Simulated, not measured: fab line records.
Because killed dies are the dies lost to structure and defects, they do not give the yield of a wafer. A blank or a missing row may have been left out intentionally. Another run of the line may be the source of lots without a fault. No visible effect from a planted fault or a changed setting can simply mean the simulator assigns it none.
Which tool did it? :: flow nand harc :: 24 lots with 72 wafers sampled at 5 steps, on a route of 1302 steps

WHAT THE GAUGES SHOWED, per wafer
NHARC_P_GATE_CD_MEAS_91: target cd 2000 nm.
lot: L074
measured: day 6 03:34
on: cd sem-01
cd nm (nm): 2004.0 2004.3 2002.4

lot: L075
measured: day 6 08:41
on: cd sem-02
cd nm (nm): 1999.7 2000.5 2000.0

lot: L076
measured: day 6 21:40
on: cd sem-03
cd nm (nm): 2001.4 2001.2 2001.6

lot: L077
measured: day 7 05:10
on: cd sem-01
cd nm (nm): 2000.5 2003.4 2000.1

lot: L078
measured: day 7 15:35
on: cd sem-02
cd nm (nm): 2002.2 1999.9 2001.6

lot: L079
measured: day 7 16:38
on: cd sem-01
cd nm (nm): 2003.5 2001.2 2003.1

lot: L080
measured: day 8 02:28
on: cd sem-03
cd nm (nm): 2001.8 2000.2 1997.2

lot: L081
measured: day 8 19:55
on: cd sem-03
cd nm (nm): 1998.3 2004.2 2003.5

lot: L082
measured: day 8 22:23
on: cd sem-02
cd nm (nm): 2002.5 2000.6 2003.6

lot: L083
measured: day 9 18:05
on: cd sem-03
cd nm (nm): 1999.2 2002.4 1996.5

lot: L084
measured: day 9 21:34
on: cd sem-02
cd nm (nm): 2005.9 1999.8 1999.6

lot: L085
measured: day 10 10:10
on: cd sem-01
cd nm (nm): 2003.8 1999.3 2002.7

lot: L086
measured: day 10 14:38
on: cd sem-02
cd nm (nm): 1999.1 2000.6 2004.2

lot: L087
measured: day 11 12:02
on: cd sem-02
cd nm (nm): 2004.6 2001.0 2002.3

lot: L088
measured: day 11 23:25
on: cd sem-02
cd nm (nm): 2002.9 2001.4 2005.9

lot: L089
measured: day 12 06:01
on: cd sem-01
cd nm (nm): 2003.4 2000.8 1998.1

lot: L090
measured: day 13 01:07
on: cd sem-02
cd nm (nm): 2001.7 2000.4 2001.4

lot: L091
measured: day 13 01:53
on: cd sem-02
cd nm (nm): 2001.6 2001.5 2005.6

lot: L092
measured: day 13 10:31
on: cd sem-02
cd nm (nm): 2001.1 1999.3 2000.2

lot: L093
measured: day 13 18:23
on: cd sem-01
cd nm (nm): 2005.1 2002.7 1998.1

lot: L095
measured: day 14 15:28
on: cd sem-01
cd nm (nm): 2003.1 2001.6 2005.0

lot: L094
measured: day 14 15:47
on: cd sem-01
cd nm (nm): 2001.1 2002.9 1997.9

lot: L096
measured: day 14 18:20
on: cd sem-01
cd nm (nm): 2001.7 2004.4 1999.2

lot: L097
measured: day 15 06:41
on: cd sem-03
cd nm (nm): 2000.4 2000.4 2000.8

NHARC_P_M0_OVL_MEAS_10: pitch 180 nm.
lot: L074
measured: day 6 12:32
on: overlay-02
overlay x nm (nm): 0.9 0.9 0.9
overlay y nm (nm): 1.1 0.9 0.8

lot: L075
measured: day 6 17:29
on: overlay-02
overlay x nm (nm): 1.4 1.2 1.0
overlay y nm (nm): 0.9 0.8 0.4

lot: L076
measured: day 7 06:55
on: overlay-01
overlay x nm (nm): 1.7 1.8 1.5
overlay y nm (nm): 1.3 1.4 1.1

lot: L077
measured: day 7 14:00
on: overlay-01
overlay x nm (nm): 0.8 0.5 0.4
overlay y nm (nm): 0.4 0.0 0.2

lot: L078
measured: day 8 00:56
on: overlay-02
overlay x nm (nm): -0.1 0.4 -0.1
overlay y nm (nm): -1.2 -0.5 -1.3

lot: L079
measured: day 8 02:07
on: overlay-02
overlay x nm (nm): -2.2 -2.3 -2.2
overlay y nm (nm): -1.6 -1.3 -1.1

lot: L080
measured: day 8 11:50
on: overlay-02
overlay x nm (nm): -1.7 -1.2 -1.1
overlay y nm (nm): 0.9 0.9 0.7

lot: L081
measured: day 9 05:01
on: overlay-02
overlay x nm (nm): 0.2 1.0 0.2
overlay y nm (nm): 0.6 0.0 0.9

lot: L082
measured: day 9 07:27
on: overlay-02
overlay x nm (nm): 0.0 -0.1 -0.2
overlay y nm (nm): 1.6 1.9 1.5

lot: L083
measured: day 10 03:52
on: overlay-02
overlay x nm (nm): 0.1 0.8 0.3
overlay y nm (nm): 1.2 0.8 0.8

lot: L084
measured: day 10 07:18
on: overlay-02
overlay x nm (nm): -1.0 0.0 0.0
overlay y nm (nm): 1.5 1.3 1.3

lot: L085
measured: day 10 19:32
on: overlay-02
overlay x nm (nm): 2.2 2.3 2.0
overlay y nm (nm): 0.3 0.5 -0.3

lot: L086
measured: day 10 23:40
on: overlay-01
overlay x nm (nm): 1.0 0.4 -0.1
overlay y nm (nm): 1.0 0.8 0.8

lot: L087
measured: day 11 21:40
on: overlay-01
overlay x nm (nm): 0.6 0.8 0.3
overlay y nm (nm): -0.2 -0.1 -0.1

lot: L088
measured: day 12 09:35
on: overlay-01
overlay x nm (nm): -0.3 0.0 -0.2
overlay y nm (nm): -0.8 -0.8 -0.8

lot: L089
measured: day 12 15:15
on: overlay-02
overlay x nm (nm): -0.1 -0.1 -0.4
overlay y nm (nm): -0.5 -0.8 -0.5

lot: L090
measured: day 13 10:25
on: overlay-01
overlay x nm (nm): -0.3 -0.6 0.4
overlay y nm (nm): -0.1 -0.6 -1.1

lot: L091
measured: day 13 10:49
on: overlay-02
overlay x nm (nm): 0.5 -0.4 0.6
overlay y nm (nm): -0.2 -0.6 -0.6

lot: L092
measured: day 13 19:31
on: overlay-01
overlay x nm (nm): 0.1 -0.1 0.3
overlay y nm (nm): 0.1 0.2 -0.2

lot: L093
measured: day 14 03:31
on: overlay-02
overlay x nm (nm): -0.3 0.2 0.5
overlay y nm (nm): 1.2 0.8 1.0

lot: L095
measured: day 15 01:11
on: overlay-02
overlay x nm (nm): 0.1 0.3 0.5
overlay y nm (nm): -1.8 -1.6 -1.4

lot: L094
measured: day 15 01:23
on: overlay-01
overlay x nm (nm): -0.2 -0.8 -0.5
overlay y nm (nm): -0.3 -0.6 -0.1

lot: L096
measured: day 15 03:17
on: overlay-01
overlay x nm (nm): 1.0 1.3 0.6
overlay y nm (nm): 0.2 0.2 -0.6

lot: L097
measured: day 15 15:35
on: overlay-01
overlay x nm (nm): -0.3 -0.1 0.1
overlay y nm (nm): 0.8 0.5 1.1

NHARC_P_M1_THK_MEAS_24: measures by xrf.
lot: L074
measured: day 6 19:12
on: film metro-02
thk nm (nm): 162.2 157.8 158.5

lot: L075
measured: day 7 00:10
on: film metro-01
thk nm (nm): 157.4 158.1 157.7

lot: L076
measured: day 7 13:28
on: film metro-01
thk nm (nm): 158.2 158.2 156.8

lot: L077
measured: day 7 20:42
on: film metro-02
thk nm (nm): 158.8 159.1 157.8

lot: L078
measured: day 8 08:02
on: film metro-01
thk nm (nm): 162.0 156.4 157.4

lot: L079
measured: day 8 09:06
on: film metro-02
thk nm (nm): 156.4 161.2 159.0

lot: L080
measured: day 8 18:26
on: film metro-01
thk nm (nm): 157.9 158.8 156.1

lot: L081
measured: day 9 11:40
on: film metro-01
thk nm (nm): 156.5 157.5 158.8

lot: L082
measured: day 9 13:59
on: film metro-02
thk nm (nm): 156.4 160.0 160.1

lot: L083
measured: day 10 10:34
on: film metro-02
thk nm (nm): 156.4 155.9 156.7

lot: L084
measured: day 10 14:02
on: film metro-02
thk nm (nm): 157.9 159.7 159.0

lot: L085
measured: day 11 02:58
on: film metro-02
thk nm (nm): 159.3 157.6 159.0

lot: L086
measured: day 11 06:38
on: film metro-01
thk nm (nm): 159.7 159.1 160.6

lot: L087
measured: day 12 04:16
on: film metro-02
thk nm (nm): 157.9 155.9 156.0

lot: L088
measured: day 12 16:05
on: film metro-02
thk nm (nm): 156.9 153.9 158.2

lot: L089
measured: day 12 21:52
on: film metro-02
thk nm (nm): 157.1 161.5 161.2

lot: L090
measured: day 13 17:07
on: film metro-01
thk nm (nm): 159.7 157.6 159.2

lot: L091
measured: day 13 17:47
on: film metro-01
thk nm (nm): 158.7 155.1 157.7

lot: L092
measured: day 14 02:33
on: film metro-01
thk nm (nm): 160.7 158.7 157.9

lot: L093
measured: day 14 10:21
on: film metro-02
thk nm (nm): 157.4 155.1 158.5

lot: L095
measured: day 15 07:47
on: film metro-01
thk nm (nm): 158.7 160.7 158.9

lot: L094
measured: day 15 08:06
on: film metro-01
thk nm (nm): 157.9 158.0 156.4

lot: L096
measured: day 15 09:54
on: film metro-01
thk nm (nm): 157.0 158.0 157.9

lot: L097
measured: day 15 22:11
on: film metro-01
thk nm (nm): 156.7 157.7 158.0

WHICH TOOL RAN EACH LOT (tool, then ch and the chambers of the sampled wafers, then the start)
lot: L074
NHARC_P_CONTACT_ETCH_36: rie diel-10 ch 1,2,3, day 6 12:32 or earlier
NHARC_P_M0_ANNEAL_30: rtp anneal-01 ch 0, day 6 14:19

lot: L075
NHARC_P_CONTACT_ETCH_36: rie diel-13 ch 0,3, day 6 17:29 or earlier
NHARC_P_M0_ANNEAL_30: rtp anneal-02 ch 0, day 6 19:17

lot: L076
NHARC_P_CONTACT_ETCH_36: rie diel-10 ch 0,1, day 7 06:55 or earlier
NHARC_P_M0_ANNEAL_30: rtp anneal-01 ch 0, day 7 08:45

lot: L077
NHARC_P_CONTACT_ETCH_36: rie diel-13 ch 0,3, day 7 14:00 or earlier
NHARC_P_M0_ANNEAL_30: rtp anneal-01 ch 0, day 7 15:56

lot: L078
NHARC_P_CONTACT_ETCH_36: rie diel-13 ch 0,1,2, day 8 00:56 or earlier
NHARC_P_M0_ANNEAL_30: rtp anneal-02 ch 0, day 8 02:49

lot: L079
NHARC_P_CONTACT_ETCH_36: rie diel-12 ch 1,2,3, day 8 02:07 or earlier
NHARC_P_M0_ANNEAL_30: rtp anneal-01 ch 0, day 8 03:53

lot: L080
NHARC_P_CONTACT_ETCH_36: rie diel-12 ch 0,2,3, day 8 11:50 or earlier
NHARC_P_M0_ANNEAL_30: rtp anneal-02 ch 0, day 8 13:41

lot: L081
NHARC_P_CONTACT_ETCH_36: rie diel-13 ch 0,2, day 9 05:01 or earlier
NHARC_P_M0_ANNEAL_30: rtp anneal-01 ch 0, day 9 06:49

lot: L082
NHARC_P_CONTACT_ETCH_36: rie diel-10 ch 2,3, day 9 07:27 or earlier
NHARC_P_M0_ANNEAL_30: rtp anneal-02 ch 0, day 9 09:12

lot: L083
NHARC_P_CONTACT_ETCH_36: rie diel-12 ch 1,2,3, day 10 03:52 or earlier
NHARC_P_M0_ANNEAL_30: rtp anneal-02 ch 0, day 10 05:40

lot: L084
NHARC_P_CONTACT_ETCH_36: rie diel-13 ch 0,2, day 10 07:18 or earlier
NHARC_P_M0_ANNEAL_30: rtp anneal-02 ch 0, day 10 09:03

lot: L085
NHARC_P_CONTACT_ETCH_36: rie diel-12 ch 1,2, day 10 19:32 or earlier
NHARC_P_M0_ANNEAL_30: rtp anneal-02 ch 0, day 10 22:02

lot: L086
NHARC_P_CONTACT_ETCH_36: rie diel-13 ch 1,2,3, day 10 23:40 or earlier
NHARC_P_M0_ANNEAL_30: rtp anneal-01 ch 0, day 11 01:26

lot: L087
NHARC_P_CONTACT_ETCH_36: rie diel-13 ch 2,3, day 11 21:40 or earlier
NHARC_P_M0_ANNEAL_30: rtp anneal-01 ch 0, day 11 23:26

lot: L088
NHARC_P_CONTACT_ETCH_36: rie diel-10 ch 0,3, day 12 09:35 or earlier
NHARC_P_M0_ANNEAL_30: rtp anneal-02 ch 0, day 12 11:22

lot: L089
NHARC_P_CONTACT_ETCH_36: rie diel-13 ch 2,3, day 12 15:15 or earlier
NHARC_P_M0_ANNEAL_30: rtp anneal-01 ch 0, day 12 17:00

lot: L090
NHARC_P_CONTACT_ETCH_36: rie diel-13 ch 0,3, day 13 10:25 or earlier
NHARC_P_M0_ANNEAL_30: rtp anneal-02 ch 0, day 13 12:13

lot: L091
NHARC_P_CONTACT_ETCH_36: rie diel-12 ch 0,2,3, day 13 10:49 or earlier
NHARC_P_M0_ANNEAL_30: rtp anneal-02 ch 0, day 13 12:44

lot: L092
NHARC_P_CONTACT_ETCH_36: rie diel-10 ch 1,2,3, day 13 19:31 or earlier
NHARC_P_M0_ANNEAL_30: rtp anneal-01 ch 0, day 13 21:26

lot: L093
NHARC_P_CONTACT_ETCH_36: rie diel-12 ch 2,3, day 14 03:31 or earlier
NHARC_P_M0_ANNEAL_30: rtp anneal-02 ch 0, day 14 05:35

lot: L095
NHARC_P_CONTACT_ETCH_36: rie diel-12 ch 0,2,3, day 15 01:11 or earlier
NHARC_P_M0_ANNEAL_30: rtp anneal-01 ch 0, day 15 03:03

lot: L094
NHARC_P_CONTACT_ETCH_36: rie diel-10 ch 0,1,3, day 15 01:23 or earlier
NHARC_P_M0_ANNEAL_30: rtp anneal-02 ch 0, day 15 03:15

lot: L096
NHARC_P_CONTACT_ETCH_36: rie diel-10 ch 1,2,3, day 15 03:17 or earlier
NHARC_P_M0_ANNEAL_30: rtp anneal-02 ch 0, day 15 05:05

lot: L097
NHARC_P_CONTACT_ETCH_36: rie diel-10 ch 1,2,3, day 15 15:35 or earlier
NHARC_P_M0_ANNEAL_30: rtp anneal-02 ch 0, day 15 17:22
- NHARC_P_CONTACT_ETCH_36: etches the open film in N2/H2, target depth 260 nm, time 406.25 s.
- NHARC_P_M0_ANNEAL_30: time 90 s.

WHAT THE TOOLS THEMSELVES READ (means of the sampled wafers that have a number; where no wafer has one, the mark that the record gives instead)
NHARC_P_CONTACT_ETCH_36.
lot: L074
tool: rie diel-10
drypump motor current A (A): 5.6
h2 flow sccm (sccm): 149.5
oes product au (a.u.): 0.990
rf vpp V (V): 431
showerhead plenum p Torr (Torr): 2.08
throttle valve pct (%): 14.175

lot: L075
tool: rie diel-13
drypump motor current A (A): 6.1
h2 flow sccm (sccm): 149.9
oes product au (a.u.): 0.993
rf vpp V (V): 427
showerhead plenum p Torr (Torr): 1.95
throttle valve pct (%): 14.169

lot: L076
tool: rie diel-10
drypump motor current A (A): 5.7
h2 flow sccm (sccm): 149.8
oes product au (a.u.): 1.005
rf vpp V (V): 433
showerhead plenum p Torr (Torr): 2.12
throttle valve pct (%): 14.172

lot: L077
tool: rie diel-13
drypump motor current A (A): 6.0
h2 flow sccm (sccm): 149.8
oes product au (a.u.): 0.988
rf vpp V (V): 427
showerhead plenum p Torr (Torr): 1.93
throttle valve pct (%): 14.178

lot: L078
tool: rie diel-13
drypump motor current A (A): 5.9
h2 flow sccm (sccm): 150.3
oes product au (a.u.): 0.997
rf vpp V (V): 428
showerhead plenum p Torr (Torr): 1.97
throttle valve pct (%): 14.173

lot: L079
tool: rie diel-12
drypump motor current A (A): 5.5
h2 flow sccm (sccm): 150.3
oes product au (a.u.): 0.997
rf vpp V (V): 431
showerhead plenum p Torr (Torr): 2.10
throttle valve pct (%): 14.177

lot: L080
tool: rie diel-12
drypump motor current A (A): 5.7
h2 flow sccm (sccm): 150.5
oes product au (a.u.): 1.000
rf vpp V (V): 434
showerhead plenum p Torr (Torr): 2.17
throttle valve pct (%): 14.168

lot: L081
tool: rie diel-13
drypump motor current A (A): 6.3
h2 flow sccm (sccm): 149.9
oes product au (a.u.): 0.989
rf vpp V (V): 429
showerhead plenum p Torr (Torr): 1.99
throttle valve pct (%): 14.182

lot: L082
tool: rie diel-10
drypump motor current A (A): 5.6
h2 flow sccm (sccm): 149.4
oes product au (a.u.): 0.981
rf vpp V (V): 431
showerhead plenum p Torr (Torr): 2.09
throttle valve pct (%): 14.163

lot: L083
tool: rie diel-12
drypump motor current A (A): 5.5
h2 flow sccm (sccm): 149.8
oes product au (a.u.): 0.992
rf vpp V (V): 433
showerhead plenum p Torr (Torr): 2.10
throttle valve pct (%): 14.174

lot: L084
tool: rie diel-13
drypump motor current A (A): 6.3
h2 flow sccm (sccm): 149.6
oes product au (a.u.): 0.997
rf vpp V (V): 430
showerhead plenum p Torr (Torr): 1.99
throttle valve pct (%): 14.174

lot: L085
tool: rie diel-12
drypump motor current A (A): 5.4
h2 flow sccm (sccm): 149.7
oes product au (a.u.): 1.000
rf vpp V (V): 430
showerhead plenum p Torr (Torr): 2.02
throttle valve pct (%): 14.173

lot: L086
tool: rie diel-13
drypump motor current A (A): 5.9
h2 flow sccm (sccm): 150.3
oes product au (a.u.): 1.005
rf vpp V (V): 428
showerhead plenum p Torr (Torr): 1.95
throttle valve pct (%): 14.175

lot: L087
tool: rie diel-13
drypump motor current A (A): 6.3
h2 flow sccm (sccm): 150.3
oes product au (a.u.): 0.990
rf vpp V (V): 428
showerhead plenum p Torr (Torr): 1.95
throttle valve pct (%): 14.178

lot: L088
tool: rie diel-10
drypump motor current A (A): 5.5
h2 flow sccm (sccm): 150.2
oes product au (a.u.): 0.987
rf vpp V (V): 434
showerhead plenum p Torr (Torr): 2.19
throttle valve pct (%): 14.184

lot: L089
tool: rie diel-13
drypump motor current A (A): 6.5
h2 flow sccm (sccm): 150.7
oes product au (a.u.): 1.005
rf vpp V (V): 429
showerhead plenum p Torr (Torr): 1.99
throttle valve pct (%): 14.172

lot: L090
tool: rie diel-13
drypump motor current A (A): 6.1
h2 flow sccm (sccm): 150.0
oes product au (a.u.): 0.975
rf vpp V (V): 427
showerhead plenum p Torr (Torr): 1.92
throttle valve pct (%): 14.171

lot: L091
tool: rie diel-12
drypump motor current A (A): 5.7
h2 flow sccm (sccm): 150.2
oes product au (a.u.): 0.997
rf vpp V (V): 434
showerhead plenum p Torr (Torr): 2.17
throttle valve pct (%): 14.175

lot: L092
tool: rie diel-10
drypump motor current A (A): 5.5
h2 flow sccm (sccm): 150.3
oes product au (a.u.): 0.990
rf vpp V (V): 431
showerhead plenum p Torr (Torr): 2.08
throttle valve pct (%): 14.168

lot: L093
tool: rie diel-12
drypump motor current A (A): 5.5
h2 flow sccm (sccm): 150.0
oes product au (a.u.): 0.977
rf vpp V (V): 433
showerhead plenum p Torr (Torr): 2.18
throttle valve pct (%): 14.172

lot: L095
tool: rie diel-12
drypump motor current A (A): 5.7
h2 flow sccm (sccm): 150.2
oes product au (a.u.): 1.001
rf vpp V (V): 433
showerhead plenum p Torr (Torr): 2.17
throttle valve pct (%): 14.161

lot: L094
tool: rie diel-10
drypump motor current A (A): 5.6
h2 flow sccm (sccm): 150.1
oes product au (a.u.): 0.990
rf vpp V (V): 434
showerhead plenum p Torr (Torr): 2.12
throttle valve pct (%): 14.174

lot: L096
tool: rie diel-10
drypump motor current A (A): 5.6
h2 flow sccm (sccm): 149.7
oes product au (a.u.): 0.989
rf vpp V (V): 432
showerhead plenum p Torr (Torr): 2.08
throttle valve pct (%): 14.170

lot: L097
tool: rie diel-10
drypump motor current A (A): 5.6
h2 flow sccm (sccm): 150.1
oes product au (a.u.): 0.995
rf vpp V (V): 431
showerhead plenum p Torr (Torr): 2.08
throttle valve pct (%): 14.173

NHARC_P_M0_ANNEAL_30.
lot: L074
tool: rtp anneal-01
wafer_temp_C_max: 226.0

lot: L075
tool: rtp anneal-02
wafer_temp_C_max: 226.5

lot: L076
tool: rtp anneal-01
wafer_temp_C_max: 226.1

lot: L077
tool: rtp anneal-01
wafer_temp_C_max: 226.2

lot: L078
tool: rtp anneal-02
wafer_temp_C_max: 226.1

lot: L079
tool: rtp anneal-01
wafer_temp_C_max: 226.2

lot: L080
tool: rtp anneal-02
wafer_temp_C_max: 226.2

lot: L081
tool: rtp anneal-01
wafer_temp_C_max: 226.2

lot: L082
tool: rtp anneal-02
wafer_temp_C_max: 226.3

lot: L083
tool: rtp anneal-02
wafer_temp_C_max: 226.5

lot: L084
tool: rtp anneal-02
wafer_temp_C_max: 226.3

lot: L085
tool: rtp anneal-02
wafer_temp_C_max: 226.6

lot: L086
tool: rtp anneal-01
wafer_temp_C_max: 226.4

lot: L087
tool: rtp anneal-01
wafer_temp_C_max: 226.5

lot: L088
tool: rtp anneal-02
wafer_temp_C_max: 226.5

lot: L089
tool: rtp anneal-01
wafer_temp_C_max: 226.0

lot: L090
tool: rtp anneal-02
wafer_temp_C_max: 226.2

lot: L091
tool: rtp anneal-02
wafer_temp_C_max: 226.3

lot: L092
tool: rtp anneal-01
wafer_temp_C_max: 226.0

lot: L093
tool: rtp anneal-02
wafer_temp_C_max: 226.3

lot: L095
tool: rtp anneal-01
wafer_temp_C_max: 226.2

lot: L094
tool: rtp anneal-02
wafer_temp_C_max: 226.3

lot: L096
tool: rtp anneal-02
wafer_temp_C_max: 226.4

lot: L097
tool: rtp anneal-02
wafer_temp_C_max: 226.3

THE ANSWER, worked out from the rows above alone
Rule: the lots themselves supply what counts as usual. Put in order of their means at a reading, lots are off if they are a third of the lots or fewer, leave a main group of 4 or more, and stand apart from it by a gap of 3 or more times the standard deviation of the main group's means; of several such gaps the widest counts. The tables above print the reading to a certain number of digits; a main group whose means all agree to those digits is not used. Also off: a lot with no number at a reading for which 4 or more lots have one. The other lots that the step has rows for count as sound. Order of review: gauges by route order, followed by the tools' own readings, for which a lot's mean as printed above is used. The first step at which some lot is off is used, and at that step the reading that is off furthest; a lot without a number counts as furthest.
Nothing can be told from this: no lot is off at any reading shown.

WHAT THE SIMULATOR HAD PUT IN
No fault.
